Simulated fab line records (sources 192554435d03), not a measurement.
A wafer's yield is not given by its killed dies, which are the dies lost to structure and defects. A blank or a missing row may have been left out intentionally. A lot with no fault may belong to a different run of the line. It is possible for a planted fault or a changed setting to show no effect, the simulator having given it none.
Chamber matching    flow n5Finfet    4 sister chambers for N5_MOL_CONTACT_COAG_ETCH_124 on rieDiel-01
The step etches SiNx in CH3F/O2, stops on SiOC, target depth 6.5 nm. 14 wafers are shown with their chamber, then 7 later ones without.

== WAFERS, EACH WITH ITS CHAMBER ==
wafer   chamber  drypumpMotorCurrentA (A)  showerheadPlenumPTorr (Torr)  rfVppV (V)
L077.3  0        6.3                       1.91                          281
L077.4  3        5.4                       1.94                          311
L077.5  2        5.6                       2.00                          291
L086.1  2        5.6                       2.00                          292
L086.3  3        5.4                       1.93                          310
L086.5  0        6.2                       1.91                          282
L088.1  0        6.3                       1.91                          282
L088.3  2        5.6                       1.99                          290
L088.4  1        5.7                       1.95                          305
L090.1  3        5.4                       1.93                          310
L090.2  0        6.2                       1.91                          279
L090.4  2        5.6                       1.99                          290
L091.4  1        5.7                       1.95                          303
L091.5  3        5.4                       1.93                          311

SIGNATURES (means of the wafers above)
reading                chamber 0  chamber 1  chamber 2  chamber 3  scatter within a chamber
drypumpMotorCurrentA   6.250      5.700      5.600      5.400      0.0316
showerheadPlenumPTorr  1.9100     1.9500     1.9950     1.9325     0.00418
rfVppV                 281.00     304.00     290.75     310.50     1.08
Rule: a wafer's distance from a chamber is the root of the sum, over the readings, of the square of ((its reading less the chamber's mean) divided by the reading's scatter). The wafer belongs to the nearest chamber; if the next one is less than 2 further off, it can't be placed. The scatter is the square root of a quotient: the sum, over the shown wafers, of each reading's squared deviation from its chamber's mean, divided by wafers minus chambers.

== WAFERS WHOSE CHAMBER IS MISSING ==
wafer   drypumpMotorCurrentA (A)  showerheadPlenumPTorr (Torr)  rfVppV (V)
L091.6  5.6                       1.99                          291
L093.1  5.6                       1.99                          289
L093.2  5.8                       1.94                          303
L093.5  5.4                       1.93                          311
L096.3  5.6                       1.99                          292
L096.5  6.2                       1.90                          280
L096.6  5.4                       1.93                          311

== EACH ONE'S CHAMBER ==
wafer   from the rows above  in truth
L091.6  2                    2
L093.1  2                    2
L093.2  1                    1
L093.5  3                    3
L096.3  2                    2
L096.5  0                    0
L096.6  3                    3
Correct placement for 7 of the 7. Not placeable from these rows: 0. Number placed wrongly: 0.
